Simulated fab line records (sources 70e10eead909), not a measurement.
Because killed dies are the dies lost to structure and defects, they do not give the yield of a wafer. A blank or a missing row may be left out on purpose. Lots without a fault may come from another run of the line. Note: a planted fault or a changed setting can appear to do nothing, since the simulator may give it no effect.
Which tool was responsible? | flow nand-harc | Sampling: 12 lots, 36 wafers, 5 of 1302 route steps

## WHAT THE GAUGES READ, wafer by wafer
NHARC_A_CHANNEL_HOLE_D2_INSPECT_40.
lot  | measured     | on                | raw-defect-count
L559 | day 14 15:19 | defect-inspect-01 | 340 473 738
L561 | day 15 16:52 | defect-inspect-01 | 478 419 428
L560 | day 15 17:25 | defect-inspect-02 | 186 286 364
L562 | day 16 01:46 | defect-inspect-02 | 322 254 192
L570 | day 19 10:49 | defect-inspect-02 | 147 176 210
L571 | day 19 11:56 | defect-inspect-02 | 218 241 259
L572 | day 20 10:12 | defect-inspect-02 | 294 425 430
L574 | day 20 23:44 | defect-inspect-01 | 265 273 336
L575 | day 21 12:21 | defect-inspect-02 | 326 364 261
L576 | day 21 19:43 | defect-inspect-01 | 393 345 362
L578 | day 22 19:16 | defect-inspect-02 | 346 536 467
L579 | day 23 10:29 | defect-inspect-02 | 386 362 355

NHARC_END_SORT_01.
lot  | measured     | on        | killed-at-array | killed-at-other | killed-at-periphery | killed-dies | killed-open | killed-short
L570 | day 30 12:35 | prober-01 | 670 671 672     | 0 0 0           | 7 6 5               | 677 677 677 | 5 4 7       | 3 6 2
L571 | day 30 04:11 | prober-02 | 668 673 669     | 1 1 0           | 8 3 8               | 677 677 677 | 2 5 3       | 4 1 1
L572 | day 31 07:34 | prober-02 | 674 676 674     | 1 0 2           | 2 1 1               | 677 677 677 | 1 2 1       | 2 5 4

## TOOL THAT RAN EACH LOT (tool first, then ch and the chambers of the sampled wafers, then the start)
lot  | NHARC_A_CHANNEL_HOLE_D2_ETCH_23  | NHARC_A_CHANNEL_HOLE_D2_STRIP_28              | NHARC_A_CHANNEL_FILL_D2_CVD_18
L559 | har-etch-02 ch 0,1, day 14 11:03 | rie-diel-03 ch 0,1,3, day 14 15:19 or earlier | lpcvd-poly-02 ch 0, day 15 13:31
L561 | har-etch-02 ch 0,1, day 15 12:55 | rie-diel-03 ch 2,3, day 15 16:52 or earlier   | lpcvd-poly-04 ch 0, day 16 14:59
L560 | har-etch-01 ch 0,1, day 15 13:11 | rie-diel-01 ch 1,3, day 15 17:25 or earlier   | lpcvd-poly-04 ch 0, day 16 14:59
L562 | har-etch-01 ch 0,1, day 15 21:28 | rie-diel-01 ch 0,1, day 16 01:46 or earlier   | lpcvd-poly-01 ch 0, day 17 00:40
L570 | har-etch-01 ch 0,1, day 19 06:48 | rie-diel-03 ch 0,1,2, day 19 10:49 or earlier | lpcvd-poly-04, day 20 08:55
L571 | har-etch-02 ch 0,1, day 19 07:53 | rie-diel-08 ch 2,3, day 19 11:56 or earlier   | lpcvd-poly-04, day 20 08:55
L572 | har-etch-02 ch 0,1, day 20 06:02 | rie-diel-01 ch 0,2,3, day 20 10:12 or earlier | lpcvd-poly-04, day 21 07:13
L574 | har-etch-01 ch 0,1, day 20 19:41 | rie-diel-03 ch 0,1, day 20 23:44 or earlier   | lpcvd-poly-02 ch 0, day 22 01:28
L575 | har-etch-02 ch 0, day 21 08:05   | rie-diel-01 ch 0,2,3, day 21 12:21 or earlier | lpcvd-poly-02 ch 0, day 22 12:00
L576 | har-etch-02 ch 0,1, day 21 15:28 | rie-diel-03 ch 0,1,2, day 21 19:43 or earlier | lpcvd-poly-04 ch 0, day 22 21:06
L578 | har-etch-02 ch 0,1, day 22 14:50 | rie-diel-03 ch 0,1,2, day 22 19:16 or earlier | lpcvd-poly-02 ch 0, day 23 17:33
L579 | har-etch-01 ch 1, day 23 06:02   | rie-diel-08 ch 0,2,3, day 23 10:29 or earlier | lpcvd-poly-04 ch 0, day 24 08:24
- NHARC_A_CHANNEL_HOLE_D2_ETCH_23: etches the open film in C4F8/O2/Ar, time 819 s, target depth 1600 nm.
- NHARC_A_CHANNEL_HOLE_D2_STRIP_28: strips in O2.
- NHARC_A_CHANNEL_FILL_D2_CVD_18: deposits poly-Si, target thk 3 nm.

## AS READ BY THE TOOLS THEMSELVES (means over the sampled wafers that have a number; for cases with no such wafer, the mark the record gives instead)
NHARC_A_CHANNEL_HOLE_D2_ETCH_23.
lot  | tool        | chamber-pressure-mTorr (mTorr) | drypump-motor-current-A (A) | showerhead-plenum-p-Torr (Torr) | temp-c (C) | throttle-valve-pct (%)
L559 | har-etch-02 | 20.012                         | 5.0                         | 3.56                            | -19.86     | 32.152
L561 | har-etch-02 | 19.995                         | 5.2                         | 3.53                            | -20.04     | 32.158
L560 | har-etch-01 | 20.002                         | 5.7                         | 3.61                            | -19.99     | 32.152
L562 | har-etch-01 | 20.010                         | 5.7                         | 3.61                            | -19.98     | 32.161
L570 | har-etch-01 | 20.011                         | 5.4                         | 3.61                            | -20.08     | 32.138
L571 | har-etch-02 | 20.012                         | 5.0                         | 3.92                            | -19.91     | 32.153
L572 | har-etch-02 | 19.996                         | 5.2                         | 3.91                            | -20.07     | 32.152
L574 | har-etch-01 | 19.999                         | 5.7                         | 3.57                            | -19.99     | 32.152
L575 | har-etch-02 | 20.007                         | 4.8                         | 3.90                            | -20.14     | 32.147
L576 | har-etch-02 | 19.996                         | 5.2                         | 3.90                            | -20.04     | 32.154
L578 | har-etch-02 | 19.986                         | 5.2                         | 3.90                            | -19.97     | 32.154
L579 | har-etch-01 | 19.991                         | 5.1                         | 3.62                            | -19.96     | 32.150

NHARC_A_CHANNEL_HOLE_D2_STRIP_28.
lot  | tool        | chamber-pressure-mTorr (mTorr) | drypump-motor-current-A (A) | oes-product-au (a.u.) | rf-vpp-V (V) | showerhead-plenum-p-Torr (Torr) | throttle-valve-pct (%)
L559 | rie-diel-03 | 60.02                          | 5.6                         | 1.008                 | 57.9         | 3.57                            | 17.034
L561 | rie-diel-03 | 59.99                          | 5.5                         | 1.005                 | 57.8         | 3.62                            | 17.022
L560 | rie-diel-01 | 59.99                          | 6.0                         | 1.009                 | 58.1         | 3.62                            | 17.033
L562 | rie-diel-01 | 59.99                          | 6.2                         | 1.019                 | 57.5         | 3.66                            | 17.038
L570 | rie-diel-03 | 60.03                          | 5.9                         | 1.005                 | 57.6         | 3.50                            | 17.033
L571 | rie-diel-08 | 60.00                          | 5.3                         | 1.026                 | 57.8         | 3.68                            | 17.027
L572 | rie-diel-01 | 60.01                          | 5.7                         | 1.012                 | 57.3         | 3.64                            | 17.030
L574 | rie-diel-03 | 59.99                          | 5.7                         | 0.991                 | 57.6         | 3.53                            | 17.033
L575 | rie-diel-01 | 59.97                          | 5.7                         | 1.005                 | 57.9         | 3.64                            | 17.043
L576 | rie-diel-03 | 59.95                          | 5.9                         | 0.993                 | 58.0         | 3.49                            | 17.033
L578 | rie-diel-03 | 59.98                          | 5.9                         | 0.992                 | 58.5         | 3.49                            | 17.029
L579 | rie-diel-08 | 60.01                          | 5.2                         | 1.009                 | 58.5         | 3.63                            | 17.036

NHARC_A_CHANNEL_FILL_D2_CVD_18.
lot  | tool          | spike-tc-bottom-C (C) | spike-tc-centre-C (C) | spike-tc-upper-C (C) | zone-power-centre-pct (%)
L559 | lpcvd-poly-02 | 571.1                 | 551.8                 | 547.4                | 8.0
L561 | lpcvd-poly-04 | 573.5                 | 552.7                 | 549.6                | 6.1
L560 | lpcvd-poly-04 | 572.4                 | 552.1                 | 549.9                | 6.1
L562 | lpcvd-poly-01 | 570.6                 | 549.6                 | 551.0                | 9.4
L570 | lpcvd-poly-04 | -                     | -                     | -                    | -
L571 | lpcvd-poly-04 | -                     | -                     | -                    | -
L572 | lpcvd-poly-04 | -                     | -                     | -                    | -
L574 | lpcvd-poly-02 | 571.3                 | 550.5                 | 549.7                | 7.9
L575 | lpcvd-poly-02 | 570.3                 | 551.0                 | 548.7                | 7.9
L576 | lpcvd-poly-04 | 572.3                 | 552.7                 | 548.9                | 6.1
L578 | lpcvd-poly-02 | 570.3                 | 550.9                 | 548.4                | 8.1
L579 | lpcvd-poly-04 | 571.9                 | 553.3                 | 549.6                | 6.1

## THE ANSWER, worked out from the rows above alone
Rule: what is usual is taken from the lots themselves. Put in order of their means at a reading, lots are off if they are a third of the lots or fewer, leave a main group of 4 or more, and stand apart from it by a gap of 3 or more times the standard deviation of the main group's means; of several such gaps the widest counts. A main group is skipped when, at the precision printed for the reading in the tables above, its means are all equal. A lot without any number at a reading at which 4 lots or more have one is off too. Any other lot the step has rows for is counted as sound. After the gauges, taken in route order, come the tools' own readings; for these a lot's mean is taken, as printed above. The first step at which some lot is off is used, and at that step the reading that is off furthest; a lot without a number counts as furthest.
Off: L570, L571, L572, at NHARC_A_CHANNEL_FILL_D2_CVD_18 (spike-tc-bottom-C). Without a number there: L570, L571, L572. Main group: mean 571.5 C, sd 1.
A tool fits if, at that step or a process step before it, it ran every lot that is off, and no sound lot after the first of them. NHARC_A_CHANNEL_HOLE_D2_STRIP_28 gives no start for some lots, so the hours and the order of its lots are those of NHARC_A_CHANNEL_HOLE_D2_INSPECT_40. Not one of the candidates tried fits.

## WHAT WAS PUT IN BY THE SIMULATOR
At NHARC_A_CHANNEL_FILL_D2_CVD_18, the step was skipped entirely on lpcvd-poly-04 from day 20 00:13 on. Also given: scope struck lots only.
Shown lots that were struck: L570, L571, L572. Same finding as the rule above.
